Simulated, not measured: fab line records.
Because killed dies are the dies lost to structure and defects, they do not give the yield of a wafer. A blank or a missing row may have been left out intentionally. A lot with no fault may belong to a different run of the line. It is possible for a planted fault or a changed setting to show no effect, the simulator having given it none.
fab line records	flow n5_finfet
record: lots: 24	wafers: 72	last_day: 19
route steps=1938 shown BEOL_M8@1394 BEOL_M9@1414 BEOL_M10@1492
lots untouched by any fault: they come from a run of this same line in which no faults occurred
start_h: hours from the record's opening day to when the first of the lot's shown wafers began	wait_h: how many hours have passed since the lot's step before this one	" unchanged from the row above	L1.1+2: a single row standing in for several wafers	- either no value or no given start	* or withheld: withheld	< > ~ a bound
route shown NAME@n: a module of which the file shows steps, and the number in the route of the first	usual: the fault-free wafers' mean and standard deviation	same: alike in all rows	chamber/n: place in a boat	sites: each site's reading	_std_site: their standard deviation	_edge_site: inner sites' mean taken away from outer sites' mean	radius_mm: for every site, how far away it sits from the centre of the wafer	mask NAME#n: copy n	behind: the tool/chamber that last shaped the wafer	hold: reason for holding the lot/hours on hold/outcome of the hold	device: transistor that didn't switch, given as n, p or np	end of line: tests of these same wafers at the route's end	a step without rows: its recipe alone	killed: count of dies lost to structure and defects at first sort (not the wafer's yield)	map: a wafer's dies, marking killed ones x, the rest . and places with no die _
set.NAME: the setting the step ran with; set.NAME@STEP: the setting that earlier step ran with	model.NAME: the simulator's own value behind a step, which no gauge read
a sample of lots followed through the steps of the route, with each step as a table and each wafer as a row
services: when a tool's chamber went out of use (start_h, in hours from the record's first day, below 0 if earlier), for how many hours, and the reason
== steps ==
step: N5_BEOL_M8_ANNEAL_51
recipe: temp_c: 225	time_s: 90	ambient: N2
usual: wafer_temp_C_max: 225.9/0.31
lot.wafer	tool	chamber	start_h	wait_h	wafer_temp_C_max
L074.1	rtp_anneal-01	0	210.71	0.1	226.1
L074.2	"	0	"	"	225.8
L074.6	"	0	"	"	225.8
L077.2	rtp_anneal-02	0	227.00	0.9	225.9
L077.3	"	0	"	"	226.3
L077.5	"	0	"	"	226.5
L075.2	rtp_anneal-01	0	230.84	0.1	225.8
L075.3	"	0	"	"	225.8
L075.5	"	0	"	"	226.1
L079.1	rtp_anneal-02	0	236.50	0.4	226.6
L079.3	"	0	"	"	226.4
L079.4	"	0	"	"	226.1
L078.3	rtp_anneal-02	0	237.05	0.1	226.3
L078.4	"	0	"	"	225.9
L078.6	"	0	"	"	226.4
L076.3	rtp_anneal-01	0	237.29	0.3	225.7
L076.4	"	0	"	"	225.8
L076.5	"	0	"	"	225.8
L082.1	rtp_anneal-02	0	271.55	0.1	225.9
L082.2	"	0	"	"	226.4
L082.4	"	0	"	"	225.9
L081.4	rtp_anneal-01	0	271.62	0.2	225.8
L081.5	"	0	"	"	225.7
L081.6	"	0	"	"	225.7
L083.1	rtp_anneal-01	0	276.09	0.1	225.9
L083.4	"	0	"	"	226.1
L083.5	"	0	"	"	225.9
L080.3	rtp_anneal-01	0	276.57	0.4	225.6
L080.4	"	0	"	"	225.6
L080.5	"	0	"	"	225.6
L084.4	rtp_anneal-01	0	278.20	0.2	226.2
L084.5	"	0	"	"	226.0
L084.6	"	0	"	"	225.8
L085.1	rtp_anneal-01	0	282.60	0.1	225.6
L085.2	"	0	"	"	226.0
L085.6	"	0	"	"	225.8
L086.2	rtp_anneal-01	0	294.71	0.3	225.8
L086.3	"	0	"	"	225.6
L086.4	"	0	"	"	225.8
L090.1	rtp_anneal-01	0	306.57	0.2	225.7
L090.2	"	0	"	"	225.4
L090.4	"	0	"	"	225.6
L087.2	rtp_anneal-01	0	321.19	0.5	225.6
L087.3	"	0	"	"	225.5
L087.4	"	0	"	"	225.7
L088.1	rtp_anneal-01	0	323.38	0.2	226.1
L088.3	"	0	"	"	225.9
L088.5	"	0	"	"	225.7
L089.2	rtp_anneal-01	0	328.61	0.3	225.5
L089.4	"	0	"	"	225.5
L089.5	"	0	"	"	225.3
L091.2	rtp_anneal-02	0	330.48	0.5	226.3
L091.4	"	0	"	"	226.1
L091.5	"	0	"	"	226.0
L092.1	rtp_anneal-02	0	353.67	0.3	225.8
L092.2	"	0	"	"	225.8
L092.3	"	0	"	"	226.1
L094.2	rtp_anneal-02	0	366.86	0.2	226.4
L094.3	"	0	"	"	226.0
L094.4	"	0	"	"	225.9
L097.2	rtp_anneal-02	0	373.77	0.1	226.0
L097.4	"	0	"	"	225.9
L097.6	"	0	"	"	226.5
L093.1	rtp_anneal-02	0	374.02	0.1	226.3
L093.2	"	0	"	"	226.3
L093.4	"	0	"	"	226.4
L096.2	rtp_anneal-02	0	379.62	0.3	226.3
L096.3	"	0	"	"	225.6
L096.5	"	0	"	"	225.7
L095.3	rtp_anneal-01	0	383.80	0.1	225.8
L095.4	"	0	"	"	225.9
L095.5	"	0	"	"	226.0
step: N5_BEOL_M8_DEP_56
recipe: material: SiCN	target_thk_a: 100	temp_c: withheld	precursor: 3MS/NH3	pressure_torr: 3	rf_w: 202	time_s: 17.5
usual: rf_fwd_power_W: 199.4/0.88	showerhead_plenum_p_Torr: 3.657/0.014	throttle_valve_pct: 9.2/0.31
lot.wafer	tool	chamber	start_h	wait_h	rf_fwd_power_W	showerhead_plenum_p_Torr	since_wet_clean_h	throttle_valve_pct
L074.1	pecvd-03	0	211.43	0.0	200.1	3.649	915	9.2
L074.2	"	1	"	"	199.1	3.663	1640	9.8
L074.6	"	0	"	"	200.7	3.650	-	9.3
L077.2	pecvd-04	2	227.61	0.0	200.1	3.669	540	9.4
L077.3	"	0	"	"	198.9	3.630	1294	9.4
L077.5	"	2	"	"	198.7	3.655	-	9.4
L075.2	pecvd-04	1	231.44	0.0	198.8	3.653	2023	9.3
L075.3	"	2	"	"	200.0	3.665	544	9.3
L075.5	"	0	"	"	198.6	3.640	-	9.4
L079.1	pecvd-04	0	237.15	0.0	199.4	3.635	1304	9.1
L079.3	"	2	"	"	200.1	3.662	550	9.2
L079.4	"	1	"	"	198.4	3.648	-	9.3
L078.3	pecvd-04	1	237.61	0.0	199.9	3.645	2029	9.1
L078.4	"	0	"	"	197.6	3.631	-	9.4
L078.6	"	2	"	"	200.9	3.672	-	9.3
L076.3	pecvd-02	0	237.85	0.0	201.1	3.654	760	9.1
L076.4	"	1	"	"	199.5	3.675	-	8.9
L076.5	"	2	"	"	200.2	3.649	-	8.7
L081.4	pecvd-04	1	272.15	0.0	198.2	3.646	-	9.1
L081.5	"	0	"	"	199.2	3.631	-	9.0
L081.6	"	2	"	"	200.2	3.671	-	9.2
L082.1	pecvd-03	0	272.20	0.0	199.2	3.648	976	9.1
L082.2	"	1	"	"	199.0	3.669	1701	9.9
L082.4	"	1	"	"	199.6	3.665	-	9.6
L083.1	pecvd-03	0	276.74	0.0	200.5	3.660	981	8.9
L083.4	"	1	"	"	199.9	3.664	-	9.9
L083.5	"	0	"	"	199.5	3.658	-	8.9
L080.3	pecvd-02	0	277.13	0.0	201.0	3.656	800	9.2
L080.4	"	1	"	"	199.5	3.665	-	8.8
L080.5	"	2	"	"	200.6	3.660	-	8.7
L084.4	pecvd-03	2	278.74	0.0	197.5	3.670	-	9.0
L084.5	"	1	"	"	198.9	3.672	-	9.6
L084.6	"	0	"	"	199.2	3.660	-	8.8
L085.1	pecvd-03	0	283.27	0.0	200.2	3.662	987	9.1
L085.2	"	1	"	"	199.5	3.662	1712	9.7
L085.6	"	0	"	"	199.5	3.663	-	9.0
L086.2	pecvd-03	1	295.33	0.0	199.1	3.672	1724	9.7
L086.3	"	2	"	"	198.1	3.672	245	9.1
L086.4	"	0	"	"	200.5	3.665	-	9.0
L090.1	pecvd-03	0	307.22	0.0	200.1	3.655	1011	9.1
L090.2	"	1	"	"	199.0	3.668	1736	9.4
L090.4	"	2	"	"	197.9	3.658	-	8.9
L087.2	pecvd-04	2	321.83	0.0	200.0	3.662	634	9.3
L087.3	"	2	"	"	199.9	3.661	-	9.4
L087.4	"	1	"	"	199.3	3.647	-	9.3
L088.1	pecvd-04	2	324.05	0.0	199.7	3.671	636	9.3
L088.3	"	2	"	"	199.0	3.668	-	9.3
L088.5	"	1	"	"	199.8	3.642	-	9.3
L089.2	pecvd-04	1	329.23	0.0	198.9	3.650	2121	9.2
L089.4	"	2	"	"	200.2	3.664	-	9.2
L089.5	"	0	"	"	198.4	3.626	-	9.0
L091.2	pecvd-04	0	331.10	0.0	199.2	3.637	1397	9.0
L091.4	"	0	"	"	199.4	3.632	-	9.0
L091.5	"	2	"	"	200.4	3.674	-	9.3
L092.1	pecvd-03	0	354.33	0.0	200.0	3.671	1058	9.1
L092.2	"	1	"	"	200.8	3.661	1783	9.6
L092.3	"	2	"	"	198.5	3.678	304	8.9
L094.2	pecvd-02	0	367.46	0.0	201.7	3.648	890	9.1
L094.3	"	1	"	"	199.1	3.659	1615	8.8
L094.4	"	0	"	"	201.1	3.657	-	9.3
L097.2	pecvd-03	0	374.38	0.0	199.2	3.653	1078	9.2
L097.4	"	0	"	"	200.0	3.660	-	9.0
L097.6	"	1	"	"	198.8	3.665	-	9.6
L093.1	pecvd-02	2	374.69	0.0	199.3	3.659	143	8.9
L093.2	"	1	"	"	200.5	3.669	1622	8.8
L093.4	"	2	"	"	199.6	3.661	-	8.8
L096.2	pecvd-03	0	380.22	0.0	199.2	3.660	1084	8.7
L096.3	"	1	"	"	199.1	3.669	1809	9.5
L096.5	"	0	"	"	199.4	3.649	-	9.1
L095.3	pecvd-04	0	384.39	0.0	198.3	3.632	-	8.9
L095.4	"	2	"	"	199.6	3.658	-	9.4
L095.5	"	0	"	"	199.6	3.627	-	8.9
step: N5_BEOL_M8_INSPECT_58
recipe: inspect_instrument: darkfield	mode: post_dep
usual: raw_defect_count: 68/19
lot.wafer	tool	chamber	start_h	wait_h	raw_defect_count
L074.1	defect_inspect-02	-	211.52	0.0	74
L074.2	"	-	"	"	68
L074.6	"	-	"	"	53
L077.2	defect_inspect-01	-	227.70	0.0	59
L077.3	"	-	"	"	84
L077.5	"	-	"	"	110
L075.2	defect_inspect-01	-	231.54	0.0	96
L075.3	"	-	"	"	104
L075.5	"	-	"	"	94
L079.1	defect_inspect-02	-	237.24	0.0	50
L079.3	"	-	"	"	75
L079.4	"	-	"	"	32
L078.3	defect_inspect-02	-	237.71	0.0	74
L078.4	"	-	"	"	77
L078.6	"	-	"	"	61
L076.3	defect_inspect-02	-	237.95	0.0	40
L076.4	"	-	"	"	26
L076.5	"	-	"	"	113
L081.4	defect_inspect-02	-	272.23	0.0	86
L081.5	"	-	"	"	112
L081.6	"	-	"	"	53
L082.1	defect_inspect-01	-	272.30	0.0	49
L082.2	"	-	"	"	78
L082.4	"	-	"	"	51
L083.1	defect_inspect-02	-	276.84	0.0	44
L083.4	"	-	"	"	52
L083.5	"	-	"	"	44
L080.3	defect_inspect-01	-	277.23	0.0	72
L080.4	"	-	"	"	102
L080.5	"	-	"	"	96
L084.4	defect_inspect-02	-	278.82	0.0	69
L084.5	"	-	"	"	82
L084.6	"	-	"	"	73
L085.1	defect_inspect-02	-	283.38	0.0	128
L085.2	"	-	"	"	67
L085.6	"	-	"	"	71
L086.2	defect_inspect-01	-	295.42	0.0	44
L086.3	"	-	"	"	42
L086.4	"	-	"	"	36
L090.1	defect_inspect-01	-	307.31	0.0	63
L090.2	"	-	"	"	58
L090.4	"	-	"	"	86
L087.2	defect_inspect-01	-	321.94	0.0	79
L087.3	"	-	"	"	65
L087.4	"	-	"	"	68
L088.1	defect_inspect-01	-	324.16	0.0	65
L088.3	"	-	"	"	77
L088.5	"	-	"	"	82
L089.2	defect_inspect-02	-	329.33	0.0	62
L089.4	"	-	"	"	62
L089.5	"	-	"	"	42
L091.2	defect_inspect-02	-	331.19	0.0	71
L091.4	"	-	"	"	46
L091.5	"	-	"	"	99
L092.1	defect_inspect-02	-	354.42	0.0	44
L092.2	"	-	"	"	46
L092.3	"	-	"	"	85
L094.2	defect_inspect-02	-	367.56	0.0	50
L094.3	"	-	"	"	50
L094.4	"	-	"	"	43
L097.2	defect_inspect-02	-	374.47	0.0	65
L097.4	"	-	"	"	53
L097.6	"	-	"	"	62
L093.1	defect_inspect-02	-	374.79	0.0	49
L093.2	"	-	"	"	58
L093.4	"	-	"	"	79
L096.2	defect_inspect-01	-	380.32	0.0	67
L096.3	"	-	"	"	61
L096.5	"	-	"	"	61
L095.3	defect_inspect-02	-	384.49	0.0	48
L095.4	"	-	"	"	65
L095.5	"	-	"	"	88
step: N5_BEOL_M9_CD_MEAS_11
recipe: target_cd_nm: 64.1	landing_energy_ev: 500	detector: se_inlens	polarity: opening
usual: cd_nm: 64.2/0.54
same: landing_energy_ev: 500
lot.wafer	tool	chamber	start_h	wait_h	cd_nm
L074.1	cd_sem-02	0	213.42	-	64.1
L074.2	"	0	"	"	63.9
L074.6	"	0	"	"	63.1
L077.2	cd_sem-03	0	230.27	-	62.8
L077.3	"	0	"	"	63.4
L077.5	"	0	"	"	63.4
L075.2	cd_sem-01	0	235.10	-	64.5
L075.3	"	0	"	"	65.0
L075.5	"	0	"	"	64.1
L079.1	cd_sem-02	0	241.42	-	64.7
L079.3	"	0	"	"	63.8
L079.4	"	0	"	"	64.5
L078.3	cd_sem-01	0	241.64	-	64.2
L078.4	"	0	"	"	64.4
L078.6	"	0	"	"	63.8
L076.3	cd_sem-01	0	241.84	-	64.1
L076.4	"	0	"	"	64.5
L076.5	"	0	"	"	64.0
L081.4	cd_sem-02	0	274.02	-	64.4
L081.5	"	0	"	"	64.3
L081.6	"	0	"	"	63.9
L082.1	cd_sem-01	0	274.18	-	64.0
L082.2	"	0	"	"	64.6
L082.4	"	0	"	"	63.9
L083.1	cd_sem-03	0	278.25	-	64.3
L083.4	"	0	"	"	64.1
L083.5	"	0	"	"	63.6
L080.3	cd_sem-01	0	278.84	-	64.2
L080.4	"	0	"	"	64.6
L080.5	"	0	"	"	63.7
L084.4	cd_sem-02	0	281.85	-	63.5
L084.5	"	0	"	"	64.4
L084.6	"	0	"	"	64.0
L085.1	cd_sem-02	0	284.66	-	64.8
L085.2	"	0	"	"	63.9
L085.6	"	0	"	"	64.2
L086.2	cd_sem-02	0	298.26	-	63.0
L086.3	"	0	"	"	63.6
L086.4	"	0	"	"	64.2
L090.1	cd_sem-01	0	310.16	-	63.5
L090.2	"	0	"	"	64.5
L090.4	"	0	"	"	63.7
L087.2	cd_sem-02	0	325.78	-	64.4
L087.3	"	0	"	"	63.7
L087.4	"	0	"	"	63.9
L088.1	cd_sem-02	0	326.15	-	65.2
L088.3	"	0	"	"	63.3
L088.5	"	0	"	"	65.1
L089.2	cd_sem-03	0	332.00	-	63.4
L089.4	"	0	"	"	63.3
L089.5	"	0	"	"	64.0
L091.2	cd_sem-03	0	332.77	-	64.6
L091.4	"	0	"	"	65.3
L091.5	"	0	"	"	64.5
L092.1	cd_sem-01	0	357.55	-	64.8
L092.2	"	0	"	"	64.2
L092.3	"	0	"	"	64.5
L094.2	cd_sem-03	0	370.18	-	64.5
L094.3	"	0	"	"	65.5
L094.4	"	0	"	"	64.5
L097.2	cd_sem-02	0	376.48	-	64.4
L097.4	"	0	"	"	64.0
L097.6	"	0	"	"	64.4
L093.1	cd_sem-03	0	377.06	-	64.0
L093.2	"	0	"	"	64.1
L093.4	"	0	"	"	63.5
L096.2	cd_sem-02	0	382.51	-	64.9
L096.3	"	0	"	"	64.6
L096.5	"	0	"	"	63.8
L095.3	cd_sem-02	0	386.49	-	65.0
L095.4	"	0	"	"	64.5
L095.5	"	0	"	"	64.1
step: N5_BEOL_M9_INSPECT_58
recipe: inspect_instrument: darkfield	mode: post_dep
usual: raw_defect_count: 69/22
lot.wafer	tool	chamber	start_h	wait_h	raw_defect_count
L074.1	defect_inspect-02	-	219.16	0.0	36
L074.2	"	-	"	"	59
L074.6	"	-	"	"	39
L077.2	defect_inspect-01	-	236.18	0.0	47
L077.3	"	-	"	"	88
L077.5	"	-	"	"	86
L075.2	defect_inspect-02	-	242.72	0.0	55
L075.3	"	-	"	"	43
L075.5	"	-	"	"	104
L079.1	defect_inspect-01	-	250.25	0.0	48
L079.3	"	-	"	"	59
L079.4	"	-	"	"	75
L078.3	defect_inspect-01	-	250.54	0.0	55
L078.4	"	-	"	"	77
L078.6	"	-	"	"	60
L076.3	defect_inspect-01	-	251.66	0.0	59
L076.4	"	-	"	"	59
L076.5	"	-	"	"	83
L082.1	defect_inspect-01	-	278.38	0.0	93
L082.2	"	-	"	"	90
L082.4	"	-	"	"	87
L081.4	defect_inspect-02	-	278.97	0.0	68
L081.5	"	-	"	"	54
L081.6	"	-	"	"	72
L083.1	defect_inspect-01	-	284.58	0.0	67
L083.4	"	-	"	"	106
L083.5	"	-	"	"	72
L080.3	defect_inspect-02	-	285.37	0.0	54
L080.4	"	-	"	"	34
L080.5	"	-	"	"	48
L084.4	defect_inspect-01	-	288.40	0.0	56
L084.5	"	-	"	"	68
L084.6	"	-	"	"	49
L085.1	defect_inspect-02	-	290.29	0.0	70
L085.2	"	-	"	"	47
L085.6	"	-	"	"	58
L086.2	defect_inspect-02	-	306.89	0.0	80
L086.3	"	-	"	"	99
L086.4	"	-	"	"	83
L090.1	defect_inspect-02	-	315.49	0.0	68
L090.2	"	-	"	"	54
L090.4	"	-	"	"	50
L088.1	defect_inspect-02	-	330.38	0.0	79
L088.3	"	-	"	"	108
L088.5	"	-	"	"	105
L087.2	defect_inspect-02	-	331.41	0.0	65
L087.3	"	-	"	"	109
L087.4	"	-	"	"	62
L089.2	defect_inspect-01	-	336.06	0.0	55
L089.4	"	-	"	"	42
L089.5	"	-	"	"	74
L091.2	defect_inspect-01	-	337.05	0.0	103
L091.4	"	-	"	"	84
L091.5	"	-	"	"	60
L092.1	defect_inspect-02	-	363.50	0.0	52
L092.2	"	-	"	"	70
L092.3	"	-	"	"	84
L094.2	defect_inspect-01	-	376.54	0.0	48
L094.3	"	-	"	"	50
L094.4	"	-	"	"	42
L093.1	defect_inspect-02	-	382.63	0.0	72
L093.2	"	-	"	"	60
L093.4	"	-	"	"	31
L097.2	defect_inspect-01	-	383.03	0.0	125
L097.4	"	-	"	"	88
L097.6	"	-	"	"	46
L096.2	defect_inspect-01	-	387.85	0.0	129
L096.3	"	-	"	"	58
L096.5	"	-	"	"	104
L095.3	defect_inspect-02	-	391.77	0.0	85
L095.4	"	-	"	"	76
L095.5	"	-	"	"	88
step: N5_BEOL_M10_STRIP_19
recipe: chemistry: O2	power_w: 400	temp_c: 40	pressure_mtorr: 30	rf_frequency_hz: 6e+07	bias_power_w: 0	overash_fraction: 0.2	o2_flow_sccm: 225
usual: drypump_motor_current_A: 5.47/0.28	oes_product_au: 0.81/0.1	rf_vpp_V: 3.5/0.66	showerhead_plenum_p_Torr: 2.09/0.084	throttle_valve_pct: 16.55/0.22
same: overash_fraction: 0.2
lot.wafer	tool	chamber	start_h	wait_h	drypump_motor_current_A	oes_product_au	rf_hours_counter_h	rf_vpp_V	showerhead_plenum_p_Torr	throttle_valve_pct
L074.1	rie_diel-04	1	221.90	0.2	5.91	0.70	219	3.8	1.98	16.65
L074.2	"	0	"	"	5.51	0.70	232	4.2	2.07	16.69
L074.6	"	0	"	"	5.54	0.71	-	3.5	2.07	16.70
L077.2	rie_diel-04	2	240.19	0.2	5.41	0.93	19	3.6	2.05	16.19
L077.3	"	0	"	"	5.52	0.70	240	3.8	2.07	16.72
L077.5	"	2	"	"	5.42	0.95	-	3.0	2.06	16.19
L075.2	rie_diel-03	0	245.44	0.1	5.83	0.89	35	4.5	2.13	16.11
L075.3	"	3	"	"	5.44	0.82	78	3.6	2.15	16.78
L075.5	"	3	"	"	5.43	0.83	-	2.5	2.15	16.82
L079.1	rie_diel-04	3	255.26	0.2	5.21	0.72	202	4.3	2.07	16.66
L079.3	"	0	"	"	5.54	0.70	245	3.5	2.07	16.71
L079.4	"	1	"	"	5.94	0.70	226	2.9	1.97	16.65
L078.3	rie_diel-01	1	255.39	0.1	5.64	0.65	251	4.1	1.98	16.74
L078.4	"	1	"	"	5.64	0.65	-	4.3	1.98	16.75
L078.6	"	0	"	"	5.30	0.68	-	3.2	2.15	16.70
L076.3	rie_diel-01	1	256.08	0.1	5.63	0.67	251	3.4	1.98	16.77
L076.4	"	1	"	"	5.64	0.67	-	3.7	1.98	16.77
L076.5	"	0	"	"	5.34	0.68	-	3.1	2.15	16.71
L082.1	rie_diel-04	3	280.15	0.1	5.22	0.71	213	3.6	2.07	16.68
L082.2	"	1	"	"	5.90	0.70	237	2.6	1.97	16.69
L082.4	"	0	"	"	5.53	0.70	-	2.9	2.06	16.71
L081.4	rie_diel-01	3	282.86	0.1	5.26	0.83	-	3.1	2.02	16.47
L081.5	"	0	"	"	5.34	0.67	-	2.3	2.14	16.74
L081.6	"	2	"	"	5.76	0.71	-	3.2	1.98	16.84
L083.1	rie_diel-01	3	287.94	0.1	5.24	0.82	76	2.8	2.02	16.44
L083.4	"	3	"	"	5.27	0.82	-	2.0	2.02	16.49
L083.5	"	0	"	"	5.34	0.67	-	3.3	2.14	16.73
L080.3	rie_diel-03	3	288.68	0.1	5.44	0.81	91	3.9	2.14	16.83
L080.4	"	2	"	"	4.94	0.86	-	3.8	2.23	16.73
L080.5	"	3	"	"	5.44	0.81	-	3.7	2.14	16.81
L084.4	rie_diel-04	2	292.16	0.2	5.40	0.92	-	3.9	2.05	16.21
L084.5	"	3	"	"	5.22	0.71	-	4.2	2.07	16.68
L084.6	"	1	"	"	5.93	0.69	-	3.5	1.97	16.67
L085.1	rie_diel-03	2	292.60	0.1	4.90	0.86	57	3.0	2.23	16.71
L085.2	"	1	"	"	5.85	0.92	17	3.3	2.15	16.55
L085.6	"	1	"	"	5.84	0.92	-	3.6	2.15	16.58
L086.2	rie_diel-04	3	310.64	0.2	5.20	0.70	225	4.0	2.06	16.70
L086.3	"	1	"	"	5.91	0.68	249	3.0	1.97	16.73
L086.4	"	2	"	"	5.40	0.90	-	4.6	2.05	16.22
L090.1	rie_diel-04	0	317.40	0.1	5.51	0.99	1	3.2	2.06	16.20
L090.2	"	2	"	"	5.39	0.90	37	3.6	2.05	16.26
L090.4	"	3	"	"	5.22	0.69	-	3.0	2.06	16.71
L088.1	rie_diel-01	1	332.72	0.1	5.63	0.93	16	2.5	2.24	16.29
L088.3	"	2	"	"	5.75	0.69	237	2.2	1.98	16.87
L088.5	"	2	"	"	5.74	0.69	-	4.4	1.98	16.85
L087.2	rie_diel-01	3	333.50	0.2	5.25	0.80	94	4.2	2.01	16.52
L087.3	"	2	"	"	5.78	0.70	237	3.9	1.98	16.86
L087.4	"	1	"	"	5.62	0.94	16	5.2	2.24	16.29
L089.2	rie_diel-04	1	338.12	0.1	5.92	0.97	2	3.5	2.23	16.28
L089.4	"	0	"	"	5.53	0.95	11	2.2	2.06	16.21
L089.5	"	0	"	"	5.52	0.96	-	3.3	2.06	16.24
L091.2	rie_diel-03	0	340.01	0.1	5.80	0.85	60	3.5	2.12	16.15
L091.4	"	2	"	"	4.95	0.84	72	3.8	2.22	16.76
L091.5	"	0	"	"	5.81	0.86	-	3.4	2.12	16.15
L092.1	rie_diel-03	3	367.59	0.1	5.44	0.78	118	3.0	2.13	16.85
L092.2	"	2	"	"	4.90	0.82	80	4.2	2.22	16.76
L092.3	"	1	"	"	5.85	0.87	44	3.9	2.14	16.61
L094.2	rie_diel-01	3	378.76	0.1	5.25	0.78	110	3.5	2.01	16.53
L094.3	"	0	"	"	5.35	0.92	25	3.7	2.13	16.26
L094.4	"	3	"	"	5.25	0.78	-	4.0	2.00	16.55
L093.1	rie_diel-04	0	386.60	0.2	5.52	0.90	25	3.0	2.05	16.25
L093.2	"	1	"	"	5.92	0.91	15	3.5	2.22	16.31
L093.4	"	3	"	"	5.21	0.68	251	3.7	2.05	16.76
L097.2	rie_diel-01	1	386.80	0.2	5.65	0.90	37	5.3	2.23	16.35
L097.4	"	1	"	"	5.64	0.90	-	2.8	2.23	16.34
L097.6	"	0	"	"	5.31	0.90	-	3.5	2.13	16.29
L096.2	rie_diel-03	2	391.23	0.1	4.92	0.82	86	4.5	2.22	16.77
L096.3	"	0	"	"	5.84	0.83	76	2.9	2.12	16.18
L096.5	"	3	"	"	5.41	0.78	-	3.9	2.13	16.87
L095.3	rie_diel-01	1	394.09	0.1	5.65	0.88	40	3.7	2.23	16.35
L095.4	"	2	"	"	5.77	0.98	0	2.5	2.23	16.42
L095.5	"	3	"	"	5.25	0.78	-	3.2	2.00	16.55
== services ==
tool	chamber	start_h	hours	kind
pecvd-03	1	202.03	5.5	scheduled_down
rie_diel-04	1	232.60	8.5	repair
rie_diel-01	3	236.72	4.0	repair
rtp_anneal-01	-	244.32	0.9	pm
pecvd-02	-	247.82	2.8	pm
pecvd-04	1	254.16	2.1	scheduled_down
rie_diel-01	1	259.55	-	clean
rie_diel-01	1	259.55	-	consumable_replace:focus_ring
rie_diel-01	1	259.55	-	consumable_replace:showerhead
rie_diel-04	2	262.52	29.1	repair
pecvd-03	2	282.52	4.5	repair
pecvd-03	-	284.37	1.2	repair
rie_diel-03	0	285.15	18.7	repair
rie_diel-04	0	291.63	-	clean
rie_diel-04	0	291.63	-	consumable_replace:focus_ring
rie_diel-04	0	291.63	22.6	scheduled_down
pecvd-03	0	303.21	2.1	scheduled_down
pecvd-04	0	319.79	5.5	scheduled_down
pecvd-03	2	335.49	5.5	scheduled_down
rie_diel-03	2	360.21	3.0	repair
pecvd-04	1	383.62	-	clean
pecvd-04	1	383.62	-	consumable_replace:showerhead
pecvd-04	1	383.62	29.0	scheduled_down
pecvd-04	1	383.62	29.0	vent_cycle
== key ==
fault none
